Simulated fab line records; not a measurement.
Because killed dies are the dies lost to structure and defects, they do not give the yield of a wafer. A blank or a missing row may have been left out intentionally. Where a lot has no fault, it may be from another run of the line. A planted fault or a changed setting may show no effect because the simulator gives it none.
Matching of chambers    flow nand harc    NHARC_A_STAIRCASE_DEP_151 on pecvd-03 has 3 sister chambers
The step deposits SiO2, target thk 7200 nm. 3 wafers are shown with their chamber, then 8 later ones without.

WAFERS PAIRED WITH THEIR CHAMBERS
wafer   chamber  heater power w (W)
L081.6  1        611
L081.5  0        567
L085.1  2        599

WAFERS WITHOUT THEIR CHAMBER
wafer   heater power w (W)
L085.2  755
L085.6  593
L085.3  583
L085.4  619
L085.5  532
L097.3  621
L097.4  520
L097.6  594

EACH ONE'S CHAMBER
wafer   from the rows above           in truth
L085.2  can't be placed: 1 or 2 or 0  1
L085.6  can't be placed: 2 or 1 or 0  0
L085.3  can't be placed: 0 or 2 or 1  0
L085.4  can't be placed: 1 or 2 or 0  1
L085.5  can't be placed: 0 or 2 or 1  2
L097.3  can't be placed: 1 or 2 or 0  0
L097.4  can't be placed: 0 or 2 or 1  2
L097.6  can't be placed: 2 or 1 or 0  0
Placed correctly: 0 of 8. Unplaceable from these rows: 8, with the true chamber sitting among the candidates in 8. 0 placed wrongly.
How it was worked out, from the rows above alone: a wafer's distance from a chamber is the root of the sum, over the readings, of the square of ((its reading less the chamber's mean) divided by the reading's scatter). If the next closest chamber is less than 2 further off than the closest, the wafer can't be placed; otherwise it belongs to the closest. Each chamber's mean is taken over the wafers shown for it. The scatter: with one shown wafer a chamber, the root of the mean of the squares of how far each hidden wafer lies from its nearest shown one.
